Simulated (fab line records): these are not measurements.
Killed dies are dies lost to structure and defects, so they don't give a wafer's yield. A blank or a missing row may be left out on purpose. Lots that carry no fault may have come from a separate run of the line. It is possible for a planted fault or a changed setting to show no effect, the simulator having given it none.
Chamber matching + flow nand harc + 4 sister chambers for NHARC_A_STAIRCASE_DESCUM_443 on rie diel-01
The step chemistry O2, time 3 s. 8 wafers are shown with their chamber, then 8 later ones without.

WAFERS PAIRED WITH THEIR CHAMBERS
| wafer  | chamber | oes product au (a.u.) | showerhead plenum p Torr (Torr) |
|--------|---------|-----------------------|---------------------------------|
| L081.1 | 3       | 1.013                 | 1.90                            |
| L081.5 | 0       | 1.018                 | 1.84                            |
| L083.3 | 2       | 1.008                 | 1.91                            |
| L083.6 | 0       | 1.027                 | 1.84                            |
| L085.2 | 1       | 0.987                 | 1.77                            |
| L085.3 | 3       | 1.007                 | 1.90                            |
| L085.6 | 2       | 0.994                 | 1.90                            |
| L088.4 | 1       | 0.992                 | 2.08                            |

WAFERS MISSING THEIR CHAMBER
| wafer  | oes product au (a.u.) | showerhead plenum p Torr (Torr) |
|--------|-----------------------|---------------------------------|
| L088.5 | 1.011                 | 1.84                            |
| L088.6 | 1.008                 | 1.90                            |
| L091.1 | 0.983                 | 2.07                            |
| L091.4 | 1.015                 | 1.83                            |
| L091.5 | 0.978                 | 2.07                            |
| L094.3 | 1.010                 | 1.89                            |
| L094.5 | 1.030                 | 1.83                            |
| L094.6 | 1.014                 | 1.89                            |

EACH ONE'S CHAMBER
| wafer  | from the rows above          | in truth |
|--------|------------------------------|----------|
| L088.5 | can't be placed: 3 or 2 or 0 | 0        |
| L088.6 | can't be placed: 3 or 2 or 0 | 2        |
| L091.1 | can't be placed: 1 or 2      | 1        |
| L091.4 | can't be placed: 3 or 0 or 2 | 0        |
| L091.5 | can't be placed: 1 or 2      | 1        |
| L094.3 | can't be placed: 3 or 2 or 0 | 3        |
| L094.5 | can't be placed: 0 or 3      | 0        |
| L094.6 | can't be placed: 3 or 0 or 2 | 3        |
0 of 8 placed correctly. From these rows, 8 cannot be placed; in 8 the true chamber is one of the candidates. 0 placed wrongly.
How it was worked out, from the rows above alone: a wafer's distance from a chamber is the root of the sum, over the readings, of the square of ((its reading less the chamber's mean) divided by the reading's scatter). If the next closest chamber is less than 2 further off than the closest, the wafer can't be placed; otherwise it belongs to the closest. Each chamber's mean is taken over the wafers shown for it. How the scatter is found: for the shown wafers, subtract from each reading the mean of its chamber, square and add these, divide the total by (wafers less chambers), then take the root.
